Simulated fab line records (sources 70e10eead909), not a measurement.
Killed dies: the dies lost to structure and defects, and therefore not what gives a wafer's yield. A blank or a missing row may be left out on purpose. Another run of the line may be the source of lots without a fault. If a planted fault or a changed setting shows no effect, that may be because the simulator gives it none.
Chamber matching -- flow nandHarc -- NHARC_P_GATE_STRIP_108 on rieDiel-06: 4 sister chambers
The step strips in O2. 4 wafers are shown with their chamber, then 12 later ones without.

WAFERS WITH THEIR CHAMBER
wafer,chamber,showerheadPlenumPTorr (Torr)
L082.2,1,3.35
L087.2,0,3.34
L088.2,3,3.60
L088.6,2,3.47

WAFERS WHOSE CHAMBER IS MISSING
wafer,showerheadPlenumPTorr (Torr)
L092.1,3.47
L092.4,3.60
L092.5,3.47
L094.2,3.46
L094.3,3.34
L094.5,3.60
L096.1,3.34
L096.3,3.34
L096.5,3.47
L097.2,3.34
L097.4,3.60
L097.6,3.34

EACH ONE'S CHAMBER
wafer,from the rows above,in truth
L092.1,2,2
L092.4,3,3
L092.5,2,2
L094.2,2,2
L094.3,0,0
L094.5,3,3
L096.1,0,0
L096.3,0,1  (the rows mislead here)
L096.5,2,2
L097.2,0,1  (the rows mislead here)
L097.4,3,3
L097.6,0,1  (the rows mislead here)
Correctly placed: 9 of 12. From these rows, 0 cannot be placed. Wrongly placed: 3.
How it was worked out, from the rows above alone: a wafer's distance from a chamber is the root of the sum, over the readings, of the square of ((its reading less the chamber's mean) divided by the reading's scatter). The wafer belongs to the nearest chamber; if the next one is less than 2 further off, it can't be placed. Each chamber's mean is taken over the wafers shown for it. The scatter: root of mean squared gap, hidden wafer to nearest shown wafer, with one shown wafer a chamber.
